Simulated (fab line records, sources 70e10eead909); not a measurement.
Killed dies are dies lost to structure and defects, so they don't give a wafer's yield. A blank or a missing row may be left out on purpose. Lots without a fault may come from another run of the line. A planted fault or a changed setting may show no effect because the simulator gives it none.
fab line records | flow nand_harc
record lots=12 wafers=36 last_day=33
route steps=1302 shown A_M0@1168 A_M1@1184 END@1302
lots that met no fault: from a run of the same line without faults
start_h: hours from the record's first day to the start of the lot's first wafer shown | wait_h: hours since the lot's step before | " the same as in the row above | L1.1+2: a row that stands for several wafers | - no value, or no start given | * or withheld: withheld | < > ~ a bound
route shown NAME@n: a module of which the file shows steps, and the number in the route of the first | usual: mean/standard deviation of fault-free wafers | same: alike in all rows | chamber/n: place in a boat | sites: the reading at each site | _std_site: their standard deviation | _edge_site: outer sites' mean less inner sites' | radius_mm: how far each site lies from the wafer's centre | mask NAME#n: copy n | behind: the tool/chamber that last shaped the wafer | hold: why the lot was held/for how many hours/how that ended | device: the transistor (n, p or np) that didn't switch | end of line: the same wafers' tests at the end of the route | a step without rows: its recipe alone | killed: dies lost to structure and defects at the first sort, not the wafer's yield | map: a wafer's dies, x killed, . not, _ none there
set.NAME: the setting as run; set.NAME@STEP: as run at that earlier step | model.NAME: the simulator's own value behind a step, which no gauge read
steps of the route over a sample of lots; a table a step, a row a wafer
services: from which hour (start_h, from the record's first day; less than 0 if before it) a tool's chamber was out of use, for how many hours, and why
## steps
# step NHARC_A_M0_DEP_32
# recipe target_thk_a=300 temp_c=370 target_thk_nm=30 pressure_torr=3 flow_sccm=200 rf_w=450 material=SiCN
# usual heater_power_w=572/68 susceptor_temp_C=370.05/0.21
# columns lot.wafer tool chamber start_h wait_h heater_power_w susceptor_temp_C
L318.3 pecvd-04 0 540.73 0.1 603 369.79
L318.6 " 0 " " 616 370.29
L318.5 " 1 " " 636 370.02
L320.3 pecvd-01 1 565.07 0.1 508 369.88
L320.5 " 1 " " 518 369.77
L320.4 " 0 " " 616 370.19
L321.3 pecvd-04 1 566.73 0.1 586 370.48
L321.2 " 2 " " 691 369.98
L321.6 " 1 " " 588 370.04
L322.2 pecvd-04 1 588.44 0.1 642 370.05
L322.1 " 2 " " 657 370.42
L322.6 " 1 " " 634 369.84
L323.1 pecvd-04 2 594.83 0.1 652 369.72
L323.4 " 2 " " 638 369.83
L323.5 " 0 " " 564 370.26
L324.1 pecvd-01 1 596.22 0.1 447 370.04
L324.4 " 0 " " 643 370.18
L324.6 " 2 " " 471 369.62
L327.3 pecvd-01 1 623.00 0.1 515 370.04
L327.5 " 0 " " 636 370.24
L327.4 " 1 " " 518 370.05
L326.2 pecvd-04 2 628.38 0.1 628 369.98
L326.4 " 1 " " 591 369.80
L326.6 " 2 " " 633 370.03
L329.3 pecvd-02 0 644.29 0.1 581 369.92
L329.2 " 1 " " 652 370.01
L329.4 " 0 " " 574 370.02
L338.3 pecvd-01 2 741.77 0.1 527 369.92
L338.5 " 1 " " 551 369.78
L338.6 " 2 " " 511 370.20
L337.2 pecvd-04 2 743.25 0.1 577 370.15
L337.3 " 1 " " 630 369.81
L337.5 " 0 " " 501 370.31
L339.2 pecvd-02 2 763.32 0.1 443 370.31
L339.3 " 0 " " 584 370.05
L339.6 " 1 " " 573 370.02
# step NHARC_A_M1_ETCH_15
# recipe target_depth_a=1825 time_s=91.2 c4f8_flow_sccm=withheld ar_flow_sccm=400 rf_w=600 bias_w=300 chemistry=C4F8/Ar
# usual bias_w=300.0/0.83 chamber_pressure_mTorr=25.000/0.022 oes_product_au=0.948/0.022 rf_vpp_V=442.6/2.5
# columns lot.wafer tool chamber start_h wait_h bias_w chamber_pressure_mTorr oes_product_au rf_hours_counter_h rf_vpp_V
L318.3 rie_diel-02 0 542.29 - 300.2 24.989 0.923 9.6 440.5
L318.6 " 0 " " 300.4 24.973 0.919 - 440.5
L318.5 " 1 " " 301.0 25.040 0.931 - 443.8
L320.4 rie_diel-02 0 566.56 - 299.3 25.001 0.962 10.8 441.2
L320.3 " 1 " " 299.9 25.029 0.970 8.7 443.7
L320.5 " 3 " " 299.2 25.037 0.956 - 443.8
L321.2 rie_diel-13 2 568.46 - 300.0 25.028 0.960 0.8 441.0
L321.3 " 0 " " 300.0 25.026 0.975 1.1 443.2
L321.6 " 2 " " 300.5 24.986 0.954 - 441.2
L322.1 rie_diel-02 0 590.07 - 300.6 25.007 0.957 0.8 441.2
L322.2 " 3 " " 300.0 24.959 0.984 0.9 442.8
L322.6 " 0 " " 299.2 25.002 0.960 - 440.7
L323.4 rie_diel-13 1 596.41 - 299.9 24.989 0.929 1.6 445.7
L323.1 " 3 " " 299.1 24.984 0.918 2.0 443.7
L323.5 " 1 " " 299.3 24.978 0.915 - 444.9
L324.4 rie_diel-13 1 597.66 - 299.6 24.967 0.966 1.7 444.8
L324.1 " 2 " " 301.1 25.040 0.967 1.8 440.9
L324.6 " 3 " " 301.4 25.039 0.956 - 444.6
L327.4 rie_diel-02 1 624.59 - 298.8 24.982 0.976 3.5 445.9
L327.3 " 3 " " 300.1 24.955 0.955 2.7 444.0
L327.5 " 0 " " 298.5 24.977 0.947 - 440.1
L326.2 rie_diel-02 0 629.95 - - - - - -
L326.4 " 1 " " - - - - -
L326.6 " 0 " " - - - - -
L329.4 rie_diel-02 2 645.70 - - - - - -
L329.2 " 0 " " - - - - -
L329.3 " 1 " " - - - - -
L338.3 rie_diel-13 1 743.20 - 300.2 24.962 0.970 0.7 444.4
L338.6 " 1 " " 301.9 25.023 0.961 - 444.2
L338.5 " 2 " " 300.4 25.012 0.970 - 440.8
L337.3 rie_diel-13 2 745.01 - 299.6 24.988 0.966 0.3 439.9
L337.2 " 3 " " 301.1 24.995 0.959 0.8 441.6
L337.5 " 1 " " 299.3 24.995 0.978 - 442.7
L339.2 rie_diel-06 0 764.88 - 300.5 24.990 0.976 5.3 437.1
L339.3 " 2 " " 300.2 25.009 0.960 4.5 436.9
L339.6 " 0 " " 300.0 25.005 0.981 - 437.7
# step NHARC_A_M1_PRE_CLEAN_30
# recipe time_s=30 temp_c=280 gas=H2/He
# usual heater_power_w=410/27 susceptor_temp_C=280.01/0.19
# columns lot.wafer tool chamber start_h wait_h heater_power_w susceptor_temp_C
L318.3 pvd_sputter-01 - - - 392 280.03
L318.5 " - " " 455 280.11
L318.6 " - " " 404 280.22
L320.3 pvd_sputter-03 - - - 429 280.12
L320.4 " - " " 451 280.48
L320.5 " - " " 393 280.13
L321.2 pvd_sputter-02 - - - 411 280.09
L321.3 " - " " 422 279.79
L321.6 " - " " 413 279.96
L322.2 pvd_sputter-03 - - - 439 280.08
L322.1 " - " " 414 280.11
L322.6 " - " " 434 279.94
L323.4 pvd_sputter-02 - - - 419 279.96
L323.1 " - " " 369 279.74
L323.5 " - " " 421 280.06
L324.1 pvd_sputter-01 - - - 471 280.20
L324.4 " - " " 374 280.09
L324.6 " - " " 415 280.15
L327.3 pvd_sputter-02 - - - 405 280.08
L327.4 " - " " 377 280.05
L327.5 " - " " 418 279.72
L326.4 pvd_sputter-02 - - - 414 -
L326.2 " - " " 419 -
L326.6 " - " " 385 -
L329.2 pvd_sputter-01 - - - 379 280.01
L329.3 " - " " 482 280.22
L329.4 " - " " 446 279.91
L338.3 pvd_sputter-02 - - - 404 280.13
L338.5 " - " " 398 279.84
L338.6 " - " " 385 280.22
L337.2 pvd_sputter-02 - - - 374 280.03
L337.3 " - " " 414 280.07
L337.5 " - " " 405 279.86
L339.2 pvd_sputter-02 - - - 383 -
L339.3 " - " " 414 -
L339.6 " - " " 389 -
# step NHARC_A_M1_ANNEAL_31
# recipe temp_c=225 time_s=90
# usual wafer_temp_C_max=226.0/0.3
# columns lot.wafer tool chamber start_h wait_h wafer_temp_C_max
L318.3 rtp_anneal-02 0 544.07 - 226.2
L318.5 " 0 " " 225.9
L318.6 " 0 " " 225.8
L320.3 rtp_anneal-02 0 568.24 0.3 225.9
L320.4 " 0 " " 226.1
L320.5 " 0 " " 226.2
L321.2 rtp_anneal-02 0 570.16 0.3 226.1
L321.3 " 0 " " 226.1
L321.6 " 0 " " 225.9
L322.1 rtp_anneal-02 0 591.65 - 225.9
L322.2 " 0 " " 226.1
L322.6 " 0 " " 226.0
L323.1 rtp_anneal-02 0 597.98 - 226.3
L323.4 " 0 " " 226.1
L323.5 " 0 " " 225.7
L324.1 rtp_anneal-01 0 599.26 - 225.8
L324.4 " 0 " " 226.0
L324.6 " 0 " " 225.8
L327.3 rtp_anneal-01 0 626.27 - 225.4
L327.4 " 0 " " 225.5
L327.5 " 0 " " 225.7
L326.2 rtp_anneal-02 0 631.66 0.4 226.1
L326.4 " 0 " " 225.9
L326.6 " 0 " " 225.7
L329.2 rtp_anneal-02 0 647.54 0.3 226.1
L329.3 " 0 " " 226.1
L329.4 " 0 " " 225.9
L338.3 rtp_anneal-01 0 744.97 0.4 226.2
L338.5 " 0 " " 225.7
L338.6 " 0 " " 225.5
L337.2 rtp_anneal-01 0 746.65 0.4 225.8
L337.3 " 0 " " 226.0
L337.5 " 0 " " 225.5
L339.2 rtp_anneal-02 0 766.66 0.4 226.0
L339.3 " 0 " " 225.8
L339.6 " 0 " " 226.1
# step NHARC_END_SORT_01
# recipe temp_c=25
# usual defect_limited_yield=92/3 killed_at_array=52/20 killed_at_other=1.0/1.3 killed_at_periphery=3.7/2.2 killed_dies=57/20 killed_open=3.2/1.6 killed_short=2.4/1.6 sort_bin_2_pct=2.9/1.4 sort_bin_3_pct=0.6/0.41 sort_bin_4_pct=4.8/1.5 sort_n_pass=620/20 sort_rim_yield_pct=93/3.5 sort_yield_pct=92/3
# same gross_dies=677 sort_bin_5_pct[%]=0 sort_bin_6_pct[%]=0 sort_bin_7_pct[%]=0 sort_bin_8_pct[%]=0 sort_rim_n_gross=106.00
# columns lot.wafer tool chamber start_h wait_h defect_limited_yield[%] killed_at_array killed_at_other killed_at_periphery killed_dies killed_open killed_short sort_bin_2_pct[%] sort_bin_3_pct[%] sort_bin_4_pct[%] sort_n_pass sort_rim_yield_pct[%] sort_yield_pct[%]
L326.2 prober-01 0 665.70 2.8 0 676 0 1 677 5 4 92.5 0.6 6.9 0 0 0
L326.4 prober-01 0 667.28 3.4 0 671 2 4 677 3 5 91.6 1.6 6.8 0 0 0
L326.6 prober-01 0 668.85 3.9 0 672 3 2 677 1 4 93.1 1.0 5.9 0 0 0
L329.2 prober-02 0 682.10 2.8 0 671 1 5 677 3 2 95.9 0.4 3.7 0 0 0
L329.3 prober-02 0 682.90 3.1 0 675 0 2 677 9 0 96.9 0.3 2.8 0 0 0
L329.4 prober-02 0 683.69 3.4 0 673 1 3 677 5 0 96.3 0.3 3.4 0 0 0
# killed by level:class
L326.2 A_M1:area_etch=586 A_CHANNEL_HOLE_D1:chamber_film_flake=33 A_SLIT:chamber_film_flake=31 A_CHANNEL_HOLE_D2:chamber_film_flake=11 A_STAIRCASE:chamber_film_flake=2 A_WL_FILL:chamber_film_flake=2 A_ONON_D1:geometric_particle:open=1 A_CHANNEL_FILL_D1:geometric_particle:open=1
L326.4 A_M1:area_etch=599 A_CHANNEL_HOLE_D1:chamber_film_flake=26 A_SLIT:chamber_film_flake=23 A_CHANNEL_HOLE_D2:chamber_film_flake=12 A_ONON_D2:geometric_particle:short=2 P_ZERO_WELL:chamber_film_flake=2 P_M0:geometric_particle:open=1 A_CHANNEL_HOLE_D1:geometric_particle:open=1
L326.6 A_M1:area_etch=599 A_CHANNEL_HOLE_D1:chamber_film_flake=32 A_SLIT:chamber_film_flake=28 A_CHANNEL_HOLE_D2:chamber_film_flake=7 THIN_TSV:chamber_film_flake=3 A_CHANNEL_FILL_D2:geometric_particle:short=2 P_M2:geometric_particle:open=1 A_CHANNEL_FILL_D1:geometric_particle:short=1
L329.2 A_M1:area_etch=640 A_CHANNEL_HOLE_D1:chamber_film_flake=8 A_CONTACT:chamber_film_flake=7 A_STAIRCASE:chamber_film_flake=6 P_GATE:chamber_film_flake=2 A_SLIT:chamber_film_flake=2 A_ONON_D1:geometric_particle:open=1 A_ONON_D2:geometric_particle:open=1
L329.3 A_M1:area_etch=647 A_STAIRCASE:chamber_film_flake=8 A_CONTACT:chamber_film_flake=4 A_CHANNEL_HOLE_D1:chamber_film_flake=3 A_SLIT:chamber_film_flake=3 A_ONON_D1:geometric_particle:open=2 A_M0:geometric_particle:open=2 P_GATE:geometric_particle:open=1
L329.4 A_M1:area_etch=644 A_STAIRCASE:chamber_film_flake=8 A_CHANNEL_HOLE_D1:chamber_film_flake=6 A_CONTACT:chamber_film_flake=5 P_STI:chamber_film_flake=2 A_SLIT:chamber_film_flake=2 A_SLIT:geometric_particle:open=1 A_WL_FILL:geometric_particle:open=1
## services
# columns tool chamber start_h hours kind
rie_diel-13 - 519.00 9.0 pm
rie_diel-02 - 537.75 0.9 repair
pvd_sputter-02 - 540.03 2.4 repair
rie_diel-13 2 543.28 13.5 repair
rtp_anneal-02 - 546.89 1.3 repair
pvd_sputter-01 - 553.21 1.1 repair
pecvd-01 0 567.08 3.6 repair
rie_diel-02 - 570.70 9.0 pm
pecvd-04 0 580.22 5.0 repair
pvd_sputter-01 - 582.00 10.0 pm
rie_diel-02 1 591.88 3.3 repair
pvd_sputter-02 - 626.80 3.5 repair
rie_diel-13 0 627.80 7.2 repair
pecvd-04 - 631.72 13.0 pm
pecvd-01 1 647.24 4.2 repair
pecvd-04 0 650.65 3.8 repair
pvd_sputter-02 - 658.26 10.0 pm
rie_diel-02 2 670.51 1.2 repair
pecvd-01 - 673.37 13.0 pm
rie_diel-13 1 685.20 9.7 repair
rie_diel-13 2 691.11 31.0 repair
rie_diel-13 - 696.00 9.0 pm
rtp_anneal-02 - 744.00 12.0 pm
rie_diel-02 - 747.70 9.0 pm
## key
first_sign step=NHARC_A_M1_ETCH_15 reading=tool_record direction=missing
effect step=NHARC_END_SORT_01 reading=sort_bin_2_pct direction=up sigmas=65 usual=2.9 struck=94.4
more_kills_born_at NHARC_A_M1_ETCH_15@rie_diel-02=3715
met_at NHARC_A_M1_ETCH_15
struck_lots L326,L329
later_rows_left_out L326.2,L326.4,L326.6,L329.2,L329.3,L329.4
not_acting_at NHARC_A_M0_DEP_32,NHARC_A_M1_PRE_CLEAN_30,NHARC_A_M1_ANNEAL_31
onset_between 624.59 629.95
fault kind=skipped_step_whole tool=rie_diel-02 chamber=- onset_h=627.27 steps=NHARC_A_M1_ETCH_15 scope=struck_lots_only
# later_rows_left_out: the simulator's readings of these wafers behind a module that went badly wrong aren't trusted and aren't shown, but for the sort
